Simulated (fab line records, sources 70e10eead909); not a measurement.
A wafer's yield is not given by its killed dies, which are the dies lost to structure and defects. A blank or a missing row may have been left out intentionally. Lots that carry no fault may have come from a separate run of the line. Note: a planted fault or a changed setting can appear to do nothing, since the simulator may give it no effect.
Chamber matching	flow nandHarc	NHARC_A_CHANNEL_FILL_D1_ALD_25 on aldHk-04 has 4 sister chambers
The step deposits SiOx, target thk 60 nm, pulse time 10 s, ald cycles 600. 16 wafers are shown with their chamber, then 8 later ones without.

== WAFERS WITH THEIR CHAMBER ==
wafer	chamber	heaterPowerW (W)	precursorPulseHeightRel
L076.2	2	392	1.002
L076.4	1	414	0.970
L076.6	1	415	1.000
L079.3	1	415	1.001
L079.5	1	411	1.006
L079.6	0	416	1.003
L082.2	1	424	1.015
L082.4	0	411	0.996
L082.6	1	415	1.003
L084.4	1	410	0.976
L084.5	0	416	1.017
L084.6	3	496	0.995
L086.2	1	410	0.993
L086.5	1	415	0.995
L086.6	2	401	1.016
L087.2	1	406	0.990

SIGNATURES, as means of the wafers listed above
reading	chamber 0	chamber 1	chamber 2	chamber 3	scatter within a chamber
heaterPowerW	414.33	413.50	396.50	496.00	4.69
precursorPulseHeightRel	1.00533	0.99490	1.00900	0.99500	0.0129
Rule: a wafer's distance from a chamber is the root of the sum, over the readings, of the square of ((its reading less the chamber's mean) divided by the reading's scatter). The wafer belongs to the nearest chamber; if the next one is less than 2 further off, it can't be placed. The scatter: take each reading less its chamber's mean, square it, sum over the shown wafers, divide by the number of wafers less the number of chambers, and take the root.

== WAFERS MISSING THEIR CHAMBER ==
wafer	heaterPowerW (W)	precursorPulseHeightRel
L087.5	509	0.971
L087.6	389	0.978
L089.1	422	0.997
L089.2	421	0.993
L089.5	399	1.008
L091.1	490	0.995
L091.3	426	1.010
L091.6	498	0.991

== WHICH CHAMBER EACH ONE RAN IN ==
wafer	from the rows above	in truth
L087.5	3	3
L087.6	2	2
L089.1	can't be placed: 0 or 1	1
L089.2	can't be placed: 1 or 0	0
L089.5	2	2
L091.1	3	3
L091.3	can't be placed: 0 or 1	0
L091.6	3	3
5 of 8 placed correctly. Cannot be placed on the basis of these rows: 3; the candidates contain the true chamber in 3. 0 placed wrongly.
